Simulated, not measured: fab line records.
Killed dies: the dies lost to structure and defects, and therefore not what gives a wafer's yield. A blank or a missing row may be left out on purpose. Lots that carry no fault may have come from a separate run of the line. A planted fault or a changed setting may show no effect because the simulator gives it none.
A lot that was struck, set against a sound lot || flow n5_finfet || 20 steps out of a route of 1938
Sound: these wafers, L846.1, L846.4, L846.6. Struck: wafers L858.5, L858.6. (L858.4 of the same lot was not struck and is left out.) The cause comes at the end.
Order at every step that has rows: each side's tool, ch and its chambers, its first start. Under that, the readings that differ: sound wafers || struck wafers || difference of the means || sigmas: that difference in standard deviations of wafers without a fault.
alike: a reading whose means differ by less than 2 such deviations, as well as words and numbers matching on both sides. not compared: withheld readings; readings where some wafer has no value; bounds like >300 that might hide an equal value; numbers whose values overlap and for which the record gives no deviation.
Wherever a step has rows on one side only, a row that says differs or no value, or a row with sigmas, the two part there. Numbers that have no deviation but don't overlap get no sigmas and don't part them. A reading that every wafer of one side lacks parts them only if that side has two wafers or more.

first, 7 steps without rows for these wafers: N5_BEOL_M10_COAT_60 (time 60 s, resist thk 30 nm); N5_BEOL_M10_COAT_05 (resist thk 90 nm); N5_BEOL_M10_EBR_07; N5_BEOL_M10_SOFTBAKE_06 (time 60 s); N5_BEOL_M10_EXPOSE_08 (exposes mask M10); N5_BEOL_M10_PEB_09 (peb time 60 s); N5_BEOL_M10_DEVELOP_10 (develop time 30 s).
N5_BEOL_M10_CD_MEAS_11: target cd 64.1 nm.
  sound on cd_sem-02 ch 0, day 13 12:06; struck on cd_sem-01 ch 0, day 17 06:35
  alike: cd_nm
N5_BEOL_M10_OVL_MEAS_12:
  sound on overlay-02 ch 0, day 13 12:08; struck on overlay-02 ch 0, day 17 06:37
  alike: M10_OVL
N5_BEOL_M10_INSPECT_13: inspects for defects (brightfield).
  sound on defect_inspect-02, day 13 12:09; struck on defect_inspect-01, day 17 06:38
  alike: raw_defect_count
N5_BEOL_M10_DESCUM_16: chemistry O2, time 7.9 s.
  sound on rie_diel-04 ch 0,2,3, day 13 12:11; struck on rie_diel-04 ch 0,3, day 17 06:41
  alike: drypump_motor_current_A, o2_flow_sccm, oes_product_au, rf_vpp_V, showerhead_plenum_p_Torr, temp_c, throttle_valve_pct
  not compared: rf_hours_counter_h
N5_BEOL_M10_ETCH_61: etches SiARC in CF4, target depth 39 nm, time 65 s.
  sound on rie_diel-04 ch 0,2,3, day 13 12:13; struck on rie_diel-04 ch 0,3, day 17 06:43
  alike: drypump_motor_current_A, etch_rf_on_time_s, oes_product_au, rf_vpp_V, showerhead_plenum_p_Torr, throttle_valve_pct
  not compared: rf_hours_counter_h
N5_BEOL_M10_ETCH_62: etches SOC in N2/H2, target depth 110 nm, overetch 22 nm, time 165 s.
  sound on rie_diel-04 ch 0,2,3, day 13 12:16; struck on rie_diel-04 ch 0,3, day 17 06:46
{"reading": "model.SiARC_of_BEOL_M10_COAT_60.thk_nm (nm)", "sound": "23.6 23.8 23.6", "struck": "20.2 20.2", "difference": -3.5, "sigmas": ""}
{"reading": "model.BEOL_M10.cd_offset_nm (nm)", "sound": "0.8 -0.2 0.2", "struck": "2.2 1.4", "difference": "+1.5", "sigmas": ""}
  alike: drypump_motor_current_A, oes_product_au, rf_vpp_V, showerhead_plenum_p_Torr, temp_c, throttle_valve_pct
  not compared: rf_hours_counter_h
then, 1 step without rows for these wafers: N5_BEOL_M10_STRIP_68 (strips in N2/H2).
N5_BEOL_M10_STRIP_67: strips in CF4.
  sound on rie_diel-04 ch 0,2,3, day 13 12:25; struck on rie_diel-04 ch 0,3, day 17 06:55
  alike: drypump_motor_current_A, oes_product_au, power_w, rf_vpp_V, showerhead_plenum_p_Torr, throttle_valve_pct
  not compared: rf_hours_counter_h
N5_BEOL_M10_HM_OPEN_17: chemistry Cl2/BCl3, target TiN, target depth 20 nm, overetch 6 nm.
  sound on rie_metal-03 ch 0,1, day 13 12:28; struck on rie_metal-02 ch 0,1, day 17 06:59
{"reading": "model.BEOL_M10.cd_offset_nm (nm)", "sound": "0.8 -0.2 0.2", "struck": "2.4 1.4", "difference": "+1.6", "sigmas": ""}
  alike: drypump_motor_current_A, oes_ar_750_au, oes_product_au, throttle_valve_pct
  not compared: rf_hours_counter_h
N5_BEOL_M10_STRIP_19: strips in O2.
  sound on rie_diel-01 ch 0,1,2, day 13 12:35; struck on rie_diel-04 ch 0,1, day 17 07:04
  alike: drypump_motor_current_A, o2_flow_sccm, oes_product_au, rf_vpp_V, showerhead_plenum_p_Torr, temp_c, throttle_valve_pct
  not compared: rf_hours_counter_h
N5_BEOL_M10_CD_MEAS_18: pitch 140 nm, target cd 70 nm.
  sound on cd_sem-02, day 13 12:39; struck on cd_sem-02, day 17 07:08
{"reading": "cd_nm (nm)", "sound": "70.6 69.7 69.8", "struck": "72.1 71.6", "difference": "+1.8", "sigmas": "+4"}
then, 1 step without rows for these wafers: N5_BEOL_M10_COAT_63 (time 60 s, resist thk 100 nm).
N5_PASSIVATION_PROBE_49:
  sound wafers here have rows in the record (prober-02, day 15 17:40); struck ones have none

== WHERE THEY PART ==
Earliest at N5_BEOL_M10_CD_MEAS_18; latest, in this record, at N5_PASSIVATION_PROBE_49.

WHY: the cause the simulator had injected
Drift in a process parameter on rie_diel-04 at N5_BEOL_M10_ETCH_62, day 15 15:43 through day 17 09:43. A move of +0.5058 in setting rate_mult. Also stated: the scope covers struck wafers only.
